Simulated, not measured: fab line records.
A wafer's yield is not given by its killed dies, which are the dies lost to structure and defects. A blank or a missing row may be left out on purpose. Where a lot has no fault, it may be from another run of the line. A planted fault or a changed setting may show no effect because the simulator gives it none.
Matching of chambers :: flow n5 finfet :: N5_SD_EPI_N_DESCUM_14 on rie diel-04 has 4 sister chambers
The step chemistry O2, time 7.9 s. 16 wafers are shown with their chamber, then 8 later ones without.

## EACH WAFER AND ITS CHAMBER
wafer: L075.4
chamber: 2
showerhead plenum p Torr (Torr): 2.15
drypump motor current A (A): 5.4
oes product au (a.u.): 0.94

wafer: L075.5
chamber: 3
showerhead plenum p Torr (Torr): 2.15
drypump motor current A (A): 5.6
oes product au (a.u.): 0.93

wafer: L075.6
chamber: 0
showerhead plenum p Torr (Torr): 2.09
drypump motor current A (A): 5.7
oes product au (a.u.): 0.74

wafer: L078.1
chamber: 0
showerhead plenum p Torr (Torr): 2.08
drypump motor current A (A): 5.8
oes product au (a.u.): 0.75

wafer: L078.3
chamber: 2
showerhead plenum p Torr (Torr): 2.14
drypump motor current A (A): 5.4
oes product au (a.u.): 0.92

wafer: L078.4
chamber: 0
showerhead plenum p Torr (Torr): 2.08
drypump motor current A (A): 5.7
oes product au (a.u.): 0.75

wafer: L079.2
chamber: 3
showerhead plenum p Torr (Torr): 2.14
drypump motor current A (A): 5.6
oes product au (a.u.): 0.91

wafer: L079.5
chamber: 0
showerhead plenum p Torr (Torr): 2.08
drypump motor current A (A): 5.7
oes product au (a.u.): 0.74

wafer: L079.6
chamber: 2
showerhead plenum p Torr (Torr): 2.14
drypump motor current A (A): 5.4
oes product au (a.u.): 0.91

wafer: L081.3
chamber: 1
showerhead plenum p Torr (Torr): 2.06
drypump motor current A (A): 5.4
oes product au (a.u.): 0.99

wafer: L081.5
chamber: 1
showerhead plenum p Torr (Torr): 2.06
drypump motor current A (A): 5.4
oes product au (a.u.): 0.98

wafer: L081.6
chamber: 2
showerhead plenum p Torr (Torr): 2.14
drypump motor current A (A): 5.4
oes product au (a.u.): 0.90

wafer: L084.2
chamber: 2
showerhead plenum p Torr (Torr): 2.14
drypump motor current A (A): 5.4
oes product au (a.u.): 0.91

wafer: L084.3
chamber: 3
showerhead plenum p Torr (Torr): 2.14
drypump motor current A (A): 5.6
oes product au (a.u.): 0.89

wafer: L084.4
chamber: 0
showerhead plenum p Torr (Torr): 2.08
drypump motor current A (A): 5.8
oes product au (a.u.): 0.73

wafer: L091.1
chamber: 1
showerhead plenum p Torr (Torr): 2.05
drypump motor current A (A): 5.5
oes product au (a.u.): 0.93

SIGNATURES (means of the wafers above)
reading: showerhead plenum p Torr
chamber 0: 2.0820
chamber 1: 2.0567
chamber 2: 2.1420
chamber 3: 2.1433
scatter within a chamber: 0.00494

reading: drypump motor current A
chamber 0: 5.740
chamber 1: 5.433
chamber 2: 5.400
chamber 3: 5.600
scatter within a chamber: 0.0394

reading: oes product au
chamber 0: 0.7420
chamber 1: 0.9667
chamber 2: 0.9160
chamber 3: 0.9100
scatter within a chamber: 0.0184
Rule: for a wafer and a chamber, the distance is found by dividing, reading by reading, the gap between the wafer's reading and the chamber's mean by the reading's scatter, squaring, summing and taking the root. If the next closest chamber is less than 2 further off than the closest, the wafer can't be placed; otherwise it belongs to the closest. The scatter: the root of (the sum of the squares of (reading less its chamber's mean) over the shown wafers, divided by (wafers less chambers)).

## WAFERS WHOSE CHAMBER IS MISSING
wafer: L091.3
showerhead plenum p Torr (Torr): 2.08
drypump motor current A (A): 5.8
oes product au (a.u.): 0.72

wafer: L091.6
showerhead plenum p Torr (Torr): 2.07
drypump motor current A (A): 5.7
oes product au (a.u.): 0.72

wafer: L095.2
showerhead plenum p Torr (Torr): 2.05
drypump motor current A (A): 5.4
oes product au (a.u.): 0.90

wafer: L095.3
showerhead plenum p Torr (Torr): 2.07
drypump motor current A (A): 5.7
oes product au (a.u.): 0.71

wafer: L095.6
showerhead plenum p Torr (Torr): 2.13
drypump motor current A (A): 5.4
oes product au (a.u.): 0.86

wafer: L096.4
showerhead plenum p Torr (Torr): 2.05
drypump motor current A (A): 5.4
oes product au (a.u.): 0.89

wafer: L096.5
showerhead plenum p Torr (Torr): 2.05
drypump motor current A (A): 5.4
oes product au (a.u.): 0.89

wafer: L096.6
showerhead plenum p Torr (Torr): 2.13
drypump motor current A (A): 5.4
oes product au (a.u.): 0.85

## THE CHAMBER EACH PASSED THROUGH
wafer: L091.3
from the rows above: 0
in truth: 0

wafer: L091.6
from the rows above: 0
in truth: 0

wafer: L095.2
from the rows above: 1
in truth: 1

wafer: L095.3
from the rows above: 0
in truth: 0

wafer: L095.6
from the rows above: 2
in truth: 2

wafer: L096.4
from the rows above: 1
in truth: 1

wafer: L096.5
from the rows above: 1
in truth: 1

wafer: L096.6
from the rows above: 2
in truth: 2
Correct placement for 8 of the 8. Left unplaced by these rows: 0. 0 placed wrongly.
